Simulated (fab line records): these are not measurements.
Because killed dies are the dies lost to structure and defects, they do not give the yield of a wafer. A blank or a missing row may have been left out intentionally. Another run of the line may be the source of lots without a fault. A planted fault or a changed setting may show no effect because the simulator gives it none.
Problem report, 8D (eight disciplines) form, completed by code -- flow nandHarc -- the parts of the form that need people (team, actions taken, sign-off) are left out

## 1. THE ISSUE
At NHARC_A_SOURCE_PLATE_INSPECT_08, rawDefectCount averages 377 over 6 wafers from 2 lots, while fault-free wafers read 64, standard deviation 27. That is +12 standard deviations from the usual mean.
The first sign was on wafer L111.1 at day 13 19:41, on defectInspect-02. At this step, 39 wafers from 13 lots have a number in the record. Rule for "out", or "out of limits": more than 4 standard deviations from the usual mean. All remaining wafers that have a number are taken as sound.

## 2. WHAT IT IS; WHAT IT IS NOT
question,is,is not
which readings at this step,rawDefectCount,-
which lots,"L111, L112","L100, L101, L102, L103, L107, L110, L113, L118, L119, L997, L999"
which wafers of those lots,all that have a number,-
read on which gauges,"defectInspect-01, defectInspect-02",-
when,from day 13 19:41,"up to then (24 sound wafers); but 9 sound wafers of L113, L118, L119 came after"

## 3. SUSPECTS, AND WHAT RULES EACH OUT
Counting: a tool stays on the suspect list if, at a process step up to the reading, it processed all lots that are out and no sound lot following the first of them.
- the gauge at NHARC_A_SOURCE_PLATE_INSPECT_08 is ruled out. 2 gauges (defectInspect-01, defectInspect-02) read the wafers that are out.
- wetBench-07 at NHARC_A_SOURCE_PLATE_PRECLEAN_00 (cleans in HF-LAST, time 60 s): ruled out as a lasting fault. After its first lot that is out, L111 (day 12 22:33), sound lots L119, L118 ran on it.
Left after counting: nothing in the record.

## 4. THE CAUSE (what the simulator had put in)
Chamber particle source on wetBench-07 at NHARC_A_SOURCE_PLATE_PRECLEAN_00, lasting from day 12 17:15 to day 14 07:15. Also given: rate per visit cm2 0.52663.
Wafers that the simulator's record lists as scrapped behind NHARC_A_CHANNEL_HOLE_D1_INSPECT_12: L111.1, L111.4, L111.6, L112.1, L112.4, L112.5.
Counting ruled it out, wrongly: the rule takes a fault to strike every lot that its tool runs from its start on, and this one did not.

## 5. THE CHAIN OF EFFECTS, in route order
Each row: a reading whose mean over the struck wafers that have a number lies more than 3 standard deviations from the usual. Only readings for which the record gives a usual standard deviation are gone through. hours: the time from each lot's start at the first step in this table that gives one to its start at this step, as a median over the lots. sigmas: the change in usual standard deviations.
hours,step,reading,usual,on struck wafers,change,sigmas
0,NHARC_A_SOURCE_PLATE_INSPECT_08,rawDefectCount,64,377,+313,+12
Later steps that measure or inspect, where all struck wafers having a row at the step show a number for every such reading and not one has moved that far: NHARC_A_ONON_D1_THK_MEAS_14, NHARC_A_ONON_D1_THK_MEAS_24.

## 6. HOW IT WOULD HAVE BEEN CAUGHT EARLIER
Counted from the fault's start at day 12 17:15, it took 26 hours until the first out-of-limits reading at a measuring or inspecting step in this record, taken at day 13 19:41.
